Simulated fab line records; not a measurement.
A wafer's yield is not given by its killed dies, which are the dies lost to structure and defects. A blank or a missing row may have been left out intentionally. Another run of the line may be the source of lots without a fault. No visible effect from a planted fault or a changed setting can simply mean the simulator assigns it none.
fab line records	flow n5-finfet
record lots=7	wafers=19	last-day=15
route steps=1938 shown BEOL_M3@969 BEOL_M4@1111
lots that met no fault: from a run of the same line without faults
start-h: start of the lot's first displayed wafer, in hours after the record's first day	wait-h: hours elapsed since this lot's preceding step	" unchanged from the row above	L1.1+2: a row that stands for several wafers	- either no value or no given start	* or withheld: withheld	< > ~ a bound
route shown NAME@n: names a module that has steps shown in the file, with the first one's number in the route	usual: average and standard deviation across the fault-free wafers	same: alike in all rows	chamber/n: place in a boat	sites: readings site by site	_std_site: how widely they spread, as a standard deviation	_edge_site: outer sites' mean less inner sites'	radius-mm: how far each site lies from the wafer's centre	mask NAME#n: copy n	behind: the last tool/chamber to shape the wafer	hold: reason for holding the lot/hours on hold/outcome of the hold	device: the transistor (n, p or np) that didn't switch	end of line: the tests these same wafers got at the end of their route	step lacking rows: just its recipe	killed: dies lost to structure and defects at the first sort, not the wafer's yield	map: shows each die of a wafer: x if killed, . if not, _ if none is there
set.NAME: setting as actually run; set.NAME@STEP: the setting as run at that earlier step	model.NAME: the simulator's own value behind a step, which no gauge read
lots seen at some steps along the route; tables by step, rows by wafer
services: when a tool's chamber went out of use (start-h, in hours from the record's first day, below 0 if earlier), for how many hours, and the reason
## steps
# step N5_BEOL_M3_DESCUM_33
# recipe chemistry=O2	time-s=7	source-power-w=50	bias-power-w=20	pressure-mtorr=20	rf-frequency-hz=2.712e+07	temp-c=40	resist=CAR-EUV	o2-flow-sccm=225
# step N5_BEOL_M3_ETCH_77
# recipe chemistry=N2/H2	target=underlayer	target-depth-a=65	mask-material=CAR-EUV	time-s=5.2	ion-energy-ev=200	pressure-mtorr=30	source-w=840	bias-w=150	n2-flow-sccm=200	h2-flow-sccm=200	ends=cleared
# usual drypump-motor-current-A=5.7/0.34	etch-rf-on-time-s=5.22/0.12	oes-product-au=0.69/0.065	rf-vpp-V=524.2/2.8	showerhead-plenum-p-Torr=2.54/0.092	throttle-valve-pct=17.77/0.23
lot.wafer	tool	chamber	start-h	wait-h	drypump-motor-current-A	etch-rf-on-time-s	oes-product-au	rf-hours-counter-h	rf-vpp-V	showerhead-plenum-p-Torr	throttle-valve-pct
L314.1	rie-diel-02	2	153.90	0.0	6.5	5.31	0.68	72	519.4	2.47	18.15
L314.3	"	0	"	"	5.1	5.03	0.66	149	528.5	2.66	18.01
L314.6	"	0	"	"	5.1	5.03	0.65	-	525.0	2.65	18.02
L318.1	rie-diel-04	3	165.04	0.0	6.0	5.05	0.79	19	526.3	2.58	17.85
L318.4	"	2	"	"	5.4	5.10	0.71	89	522.5	2.45	17.94
L318.6	"	0	"	"	5.6	5.30	0.79	-	521.9	2.50	17.45
L325.1	rie-diel-02	1	213.03	0.0	5.7	5.24	0.74	55	527.4	2.71	17.72
L325.3	"	2	"	"	6.5	5.27	0.66	91	522.4	2.46	18.20
L327.1	rie-diel-04	0	227.12	0.0	5.6	5.18	0.77	26	523.6	2.49	17.54
L327.3	"	2	"	"	5.4	5.07	0.70	107	523.3	2.44	17.96
L327.4	"	3	"	"	6.0	5.00	0.76	37	524.0	2.57	17.86
L328.3	rie-diel-06	0	231.03	0.0	5.6	5.31	0.60	214	522.2	2.41	17.94
L328.6	"	3	"	"	5.6	5.30	0.63	-	528.4	2.63	17.78
L329.2	rie-diel-06	0	236.83	0.0	5.6	5.34	0.60	215	519.7	2.41	17.97
L329.4	"	2	"	"	6.0	5.28	0.68	97	526.1	2.66	17.52
L329.6	"	2	"	"	6.0	5.25	0.70	-	526.0	2.65	17.52
L330.1	rie-diel-04	2	239.79	0.0	5.4	5.09	0.68	110	521.1	2.44	17.99
L330.2	"	3	"	"	6.0	4.98	0.77	41	524.8	2.57	17.86
L330.5	"	1	"	"	5.6	5.32	0.57	-	521.8	2.49	17.81
# step N5_BEOL_M3_ETCH_69
# recipe chemistry=CF4	target=SiARC	target-depth-a=156	mask-material=CAR-EUV	time-s=26	ion-energy-ev=80	pressure-mtorr=40	source-w=545	bias-w=36	Ar_flow_sccm=100	cf4-flow-sccm=100	ends=cleared
# usual drypump-motor-current-A=5.7/0.35	etch-rf-on-time-s=26.0/0.57	oes-product-au=0.69/0.066	rf-vpp-V=184.2/1.2	showerhead-plenum-p-Torr=2.15/0.077	throttle-valve-pct=15.55/0.23
lot.wafer	tool	chamber	start-h	wait-h	drypump-motor-current-A	etch-rf-on-time-s	oes-product-au	rf-hours-counter-h	rf-vpp-V	showerhead-plenum-p-Torr	throttle-valve-pct
L314.1	rie-diel-02	2	153.92	0.0	6.5	26.4	0.69	72	183.9	2.07	15.83
L314.3	"	0	"	"	5.1	25.2	0.65	149	184.8	2.24	15.86
L314.6	"	0	"	"	5.1	25.4	0.65	-	185.7	2.24	15.85
L318.1	rie-diel-04	3	165.05	0.0	6.0	25.2	0.80	19	184.6	2.18	15.59
L318.4	"	2	"	"	5.3	25.5	0.72	89	183.8	2.07	15.66
L318.6	"	0	"	"	5.6	26.5	0.80	-	183.7	2.09	15.19
L325.1	rie-diel-02	1	213.05	0.0	5.6	26.0	0.75	55	186.7	2.26	15.27
L325.3	"	2	"	"	6.5	26.4	0.67	91	183.6	2.06	15.87
L327.1	rie-diel-04	0	227.14	0.0	5.6	26.2	0.77	26	183.5	2.09	15.24
L327.3	"	2	"	"	5.4	25.6	0.69	107	183.1	2.06	15.68
L327.4	"	3	"	"	6.0	25.1	0.77	37	184.7	2.18	15.62
L328.3	rie-diel-06	0	231.04	0.0	5.6	26.7	0.60	214	183.0	2.03	15.76
L328.6	"	3	"	"	5.6	26.4	0.64	-	185.3	2.20	15.54
L329.2	rie-diel-06	0	236.84	0.0	5.6	26.5	0.60	215	183.3	2.03	15.73
L329.4	"	2	"	"	6.0	26.4	0.69	97	185.7	2.24	15.41
L329.6	"	2	"	"	6.0	26.4	0.69	-	187.1	2.24	15.44
L330.1	rie-diel-04	2	239.81	0.0	5.4	25.6	0.69	110	184.8	2.06	15.68
L330.2	"	3	"	"	6.0	25.1	0.76	41	185.8	2.18	15.63
L330.5	"	1	"	"	5.5	26.6	0.59	-	183.6	2.13	15.79
# step N5_BEOL_M3_ALD_98
# recipe material=SiO2	target-thk-a=25	temp-c=100	ald-precursor-family=BDEAS	ald-co-reactant=O2-plasma	pulse-time-s=1	co-reactant-pulse-time-s=1	purge-time-s=2	co-reactant-purge-time-s=2	ald-cycles=17	pressure-torr=2
# usual heater-power-w=82/12	precursor-pulse-height-rel=1.001/0.021
lot.wafer	tool	chamber	start-h	wait-h	heater-power-w	precursor-pulse-height-rel
L314.1	ald-sin-02	2	154.00	0.1	85	1.032
L314.3	"	1	"	"	78	0.993
L314.6	"	3	"	"	97	1.016
L318.1	ald-sin-04	1	165.14	0.1	101	1.004
L318.4	"	2	"	"	61	0.990
L318.6	"	2	"	"	63	1.019
L325.1	ald-sin-04	1	213.20	0.1	100	1.007
L325.3	"	2	"	"	63	1.019
L327.1	ald-sin-04	0	227.22	0.1	80	1.019
L327.3	"	3	"	"	82	0.996
L327.4	"	1	"	"	103	0.986
L328.3	ald-sin-04	2	231.13	0.1	63	1.001
L328.6	"	1	"	"	99	1.016
L329.2	ald-sin-03	3	236.93	0.1	68	1.009
L329.4	"	0	"	"	84	0.974
L329.6	"	0	"	"	83	0.984
L330.1	ald-sin-02	0	239.95	0.1	82	1.015
L330.2	"	1	"	"	77	1.019
L330.5	"	3	"	"	100	0.979
# step N5_BEOL_M3_ETCHBACK_99
# recipe chemistry=CHF3	target=SiO2	target-depth-a=50	time-s=10.4	source-w=215	bias-w=47	Ar_flow_sccm=200	CHF3_flow_sccm=12	ion-energy-ev=100	pressure-mtorr=30
# usual drypump-motor-current-A=5.7/0.38	oes-product-au=0.81/0.069	rf-vpp-V=240/3.3	showerhead-plenum-p-Torr=2.17/0.088	throttle-valve-pct=17.01/0.26
# same time-s=10.4
lot.wafer	tool	chamber	start-h	wait-h	drypump-motor-current-A	oes-product-au	rf-hours-counter-h	rf-vpp-V	showerhead-plenum-p-Torr	throttle-valve-pct
L314.1	rie-diel-02	0	155.05	1.0	5.1	0.77	149	242	2.27	17.38
L314.3	"	2	"	"	6.5	0.81	72	236	2.07	17.27
L314.6	"	2	"	"	6.5	0.80	-	238	2.07	17.30
L318.1	rie-diel-02	2	169.79	4.6	6.5	0.80	76	237	2.07	17.30
L318.4	"	1	"	"	5.6	0.90	40	237	2.28	16.71
L318.6	"	3	"	"	5.8	0.83	-	239	2.29	16.68
L325.1	rie-diel-06	0	215.16	1.9	5.6	0.70	209	239	2.04	17.15
L325.3	"	1	"	"	6.2	0.84	59	236	2.10	16.74
L327.1	rie-diel-06	0	228.33	1.1	5.6	0.70	213	239	2.04	17.16
L327.3	"	3	"	"	5.6	0.75	176	245	2.22	16.97
L327.4	"	1	"	"	6.2	0.83	63	236	2.10	16.75
L328.3	rie-diel-06	0	231.25	0.1	5.6	0.71	214	238	2.03	17.15
L328.6	"	0	"	"	5.6	0.71	-	238	2.04	17.17
L329.2	rie-diel-02	3	238.24	1.3	5.9	0.81	91	241	2.28	16.70
L329.4	"	1	"	"	5.6	0.86	62	236	2.27	16.75
L329.6	"	2	"	"	6.5	0.77	-	235	2.06	17.34
L330.1	rie-diel-04	0	241.06	1.1	5.7	0.90	30	243	2.09	16.70
L330.2	"	3	"	"	6.0	0.88	41	235	2.18	17.08
L330.5	"	0	"	"	5.6	0.88	-	243	2.09	16.68
# step N5_BEOL_M3_ETCH_70
# recipe chemistry=N2/H2	target=SOC	target-depth-a=800	overetch-a=160	mask-material=SiARC	temp-c=40	time-s=120	ion-energy-ev=200	pressure-mtorr=30	source-w=840	bias-w=150	n2-flow-sccm=200	h2-flow-sccm=200
# step N5_BEOL_M3_STRIP_71
# recipe chemistry=N2/H2	temp-c=40	n2-flow-sccm=200	h2-flow-sccm=200	rf-frequency-hz=6e+07
# step N5_BEOL_M3_STRIP_78
# recipe chemistry=N2/H2	temp-c=40	n2-flow-sccm=200	h2-flow-sccm=200	rf-frequency-hz=6e+07
# step N5_BEOL_M3_VIA_ETCH_34
# recipe chemistry=C4F6/O2	target-depth-a=694	mask-material=SOC	pressure-mtorr=15	ion-energy-ev=250	taper-deg=4	time-s=65.9	source-w=350	bias-w=170	Ar_flow_sccm=300	C4F6_flow_sccm=10	O2_flow_sccm=10
# step N5_BEOL_M3_STRIP_83
# recipe chemistry=C4F6/O2	resist=SiARC	rf-frequency-hz=6e+07
# step N5_BEOL_M3_STRIP_36
# recipe chemistry=N2/H2	power-w=450	temp-c=40	pressure-mtorr=20	rf-frequency-hz=6e+07	overash-fraction=0.3	bias-power-w=7	h2-frac=0.5	n2-flow-sccm=200	h2-flow-sccm=200
# step N5_BEOL_M3_TRENCH_ETCH_37
# recipe chemistry=C4F6/O2	target-depth-a=555.55	target=SiOC	time-s=29.2	ion-energy-ev=250	pressure-mtorr=30	source-w=355	bias-w=185	Ar_flow_sccm=300	C4F6_flow_sccm=10	O2_flow_sccm=10
# step N5_BEOL_M3_ETCH_41
# recipe chemistry=CH3F/O2	target=SiCN	target-depth-a=299	taper-deg=2	time-s=52.5	ion-energy-ev=120	mask-material=TiN	pressure-mtorr=30	source-w=395	bias-w=75	Ar_flow_sccm=150	CH3F_flow_sccm=30	O2_flow_sccm=20
# usual drypump-motor-current-A=5.7/0.38	oes-product-au=0.81/0.068	rf-vpp-V=297.8/1.6	showerhead-plenum-p-Torr=2.02/0.082	throttle-valve-pct=16.27/0.26
# same time-s=52.5
lot.wafer	tool	chamber	start-h	wait-h	drypump-motor-current-A	oes-product-au	rf-hours-counter-h	rf-vpp-V	showerhead-plenum-p-Torr	throttle-valve-pct	model.etch.depth-nm
L314.1	rie-diel-02	0	155.32	-	5.1	0.77	149	299.4	2.11	16.62	20.42
L314.3	"	2	"	"	6.5	0.81	72	296.8	1.93	16.54	19.77
L314.6	"	2	"	"	6.5	0.80	-	296.3	1.93	16.55	19.56
L318.1	rie-diel-02	2	170.06	-	6.5	0.80	76	296.6	1.93	16.56	19.62
L318.4	"	1	"	"	5.6	0.89	41	299.2	2.12	15.99	19.75
L318.6	"	3	"	"	5.8	0.84	-	298.9	2.13	15.89	20.06
L325.1	rie-diel-06	0	215.43	-	5.6	0.70	209	296.5	1.90	16.44	19.11
L325.3	"	1	"	"	6.2	1.03	60	295.6	1.95	16.01	26.67
L327.1	rie-diel-06	0	228.59	-	5.6	0.71	213	294.5	1.90	16.44	19.36
L327.3	"	3	"	"	5.6	0.91	176	299.2	2.06	16.25	26.85
L327.4	"	1	"	"	6.2	0.84	63	296.4	1.95	16.02	19.91
L328.3	rie-diel-06	0	231.52	-	5.6	0.86	214	295.1	1.90	16.44	26.28
L328.6	"	0	"	"	5.6	0.70	-	295.3	1.90	16.47	19.34
L329.2	rie-diel-02	3	238.51	-	5.9	0.80	91	299.5	2.12	15.93	19.64
L329.4	"	1	"	"	5.6	0.85	63	299.1	2.12	16.01	19.57
L329.6	"	2	"	"	6.5	0.77	-	295.4	1.92	16.60	19.29
L330.1	rie-diel-04	0	241.33	-	5.6	0.89	30	296.9	1.95	15.95	20.16
L330.2	"	3	"	"	6.0	0.88	41	297.0	2.03	16.31	20.35
L330.5	"	0	"	"	5.6	0.90	-	296.9	1.95	15.95	20.29
# step N5_BEOL_M3_STRIP_97
# recipe chemistry=N2/H2	time-s=10	power-w=450	temp-c=40	pressure-mtorr=20	rf-frequency-hz=6e+07	bias-power-w=7	n2-flow-sccm=200	h2-flow-sccm=200
# usual bias-power-w=7.001/0.02	drypump-motor-current-A=5.7/0.38	oes-product-au=0.81/0.066	rf-vpp-V=59.3/0.84	showerhead-plenum-p-Torr=2.56/0.099	throttle-valve-pct=23.6/0.32
# same time-s=10
lot.wafer	tool	chamber	start-h	wait-h	bias-power-w	drypump-motor-current-A	oes-product-au	rf-hours-counter-h	rf-vpp-V	showerhead-plenum-p-Torr	throttle-valve-pct
L314.1	rie-diel-02	0	-	-	7.002	5.1	0.77	149	60.9	2.65	23.8
L314.3	"	2	"	"	7.004	6.5	0.80	72	59.0	2.47	24.1
L314.6	"	2	"	"	7.017	6.5	0.80	-	58.7	2.47	24.1
L318.1	rie-diel-02	2	-	-	7.005	6.5	0.80	76	59.1	2.46	24.1
L318.4	"	1	"	"	7.003	5.7	0.89	41	58.7	2.71	23.7
L318.6	"	3	"	"	7.009	5.9	0.84	-	59.6	2.67	22.9
L325.1	rie-diel-06	0	-	-	6.998	5.6	0.70	209	59.5	2.40	23.7
L325.3	"	1	"	"	6.994	6.2	0.84	60	61.0	2.49	23.3
L327.1	rie-diel-06	0	-	-	7.034	5.6	0.70	213	59.3	2.40	23.7
L327.3	"	3	"	"	6.970	5.6	0.73	176	60.1	2.63	23.4
L327.4	"	1	"	"	7.021	6.2	0.82	63	59.3	2.49	23.3
L328.3	rie-diel-06	0	-	-	7.005	5.6	0.71	214	59.2	2.40	23.7
L328.6	"	0	"	"	7.020	5.6	0.71	-	59.6	2.40	23.7
L329.2	rie-diel-02	3	-	-	6.952	5.9	0.80	91	60.3	2.67	22.9
L329.4	"	1	"	"	6.985	5.6	0.87	63	59.1	2.70	23.8
L329.6	"	2	"	"	7.009	6.5	0.77	-	59.1	2.46	24.1
L330.1	rie-diel-04	0	-	-	6.968	5.6	0.90	30	59.3	2.48	23.2
L330.2	"	3	"	"	6.993	6.0	0.86	41	59.4	2.57	23.8
L330.5	"	0	"	"	7.018	5.7	0.89	-	58.8	2.48	23.2
# step N5_BEOL_M4_RC_MEAS_101
# usual DIBL_N=37.1/1.9	DIBL_P=37.2/2.3	IOFF_N=0.18/0.04	IOFF_P=0.23/0.044	ION_N=682/11	ION_P=468/8.6	SS_N=71.9/0.68	SS_P=73.5/0.74	VT_N=248/3.4	VT_P=-248/3.4
lot.wafer	tool	chamber	start-h	wait-h	DIBL_N[mV/V]	DIBL_P[mV/V]	IOFF_N[nA/um]	IOFF_P[nA/um]	ION_N[uA/um]	ION_P[uA/um]	SS_N[mV/dec]	SS_P[mV/dec]	VT_N[mV]	VT_P[mV]
L314.1	prober-01	0	169.89	0.0	35.4	34.9	0.12	0.19	665	457	71.5	73.1	256	-249
L314.3	"	0	"	"	38.6	39.5	0.20	0.27	692	471	71.3	73.7	246	-247
L314.6	"	0	"	"	34.5	34.0	0.13	0.20	674	471	70.9	72.1	254	-247
L318.1	prober-01	0	190.51	0.0	35.2	35.1	0.14	0.23	674	473	71.3	73.0	250	-245
L318.4	"	0	"	"	36.2	35.9	0.16	0.23	667	469	71.5	73.4	251	-245
L318.6	"	0	"	"	36.1	35.7	0.15	0.23	671	469	72.1	73.4	251	-246
L325.1	prober-02	0	234.82	0.0	38.1	40.6	0.19	0.26	701	486	71.8	73.6	249	-247
L325.3	"	0	"	"	38.6	40.7	0.20	0.27	700	483	72.8	74.3	245	-247
L327.1	prober-01	0	242.52	0.0	37.6	37.1	0.19	0.27	696	482	71.1	73.2	243	-244
L327.3	"	0	"	"	39.1	38.0	0.21	0.27	678	468	71.9	73.6	245	-246
L327.4	"	0	"	"	36.7	37.4	0.18	0.27	688	485	71.4	73.3	246	-246
L328.3	prober-02	0	246.41	0.3	36.6	35.7	0.17	0.22	677	459	71.9	73.1	250	-251
L328.6	"	0	"	"	37.1	35.7	0.19	0.21	663	458	72.6	73.1	248	-251
L329.2	prober-02	0	256.16	0.2	35.9	36.6	0.15	0.20	682	468	70.9	73.3	251	-251
L329.4	"	0	"	"	37.5	39.0	0.18	0.24	694	475	72.1	73.2	249	-249
L329.6	"	0	"	"	33.6	33.8	0.12	0.17	685	468	70.6	72.1	252	-251
L330.1	prober-01	0	260.88	0.0	39.6	40.9	0.23	0.28	690	469	72.6	74.0	248	-246
L330.2	"	0	"	"	36.0	36.7	0.16	0.22	664	466	71.7	73.6	249	-249
L330.5	"	0	"	"	39.2	41.2	0.23	0.29	698	475	71.9	74.6	244	-245
## services
tool	chamber	start-h	hours	kind
rie-diel-02	3	139.39	2.0	repair
rie-diel-04	3	146.43	9.5	repair
rie-diel-06	1	181.26	7.0	repair
ald-sin-03	-	183.57	6.1	pm
rie-diel-06	2	187.71	4.6	repair
rie-diel-02	3	240.22	32.8	repair
## key
first-sign none at tools or gauges
model-effect step=N5_BEOL_M3_ETCH_41	value=etch.depth-nm	without=19.43	struck=26.6
met-at N5_BEOL_M3_ETCH_41
struck-wafers L325.3,L327.3,L328.3
fault kind=process-parameter-drift	tool=rie-diel-06	chamber=-	onset-h=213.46	steps=N5_BEOL_M3_ETCH_41	channel=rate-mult	offset=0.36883	shape=step	end-h=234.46	scope=struck-wafers-only
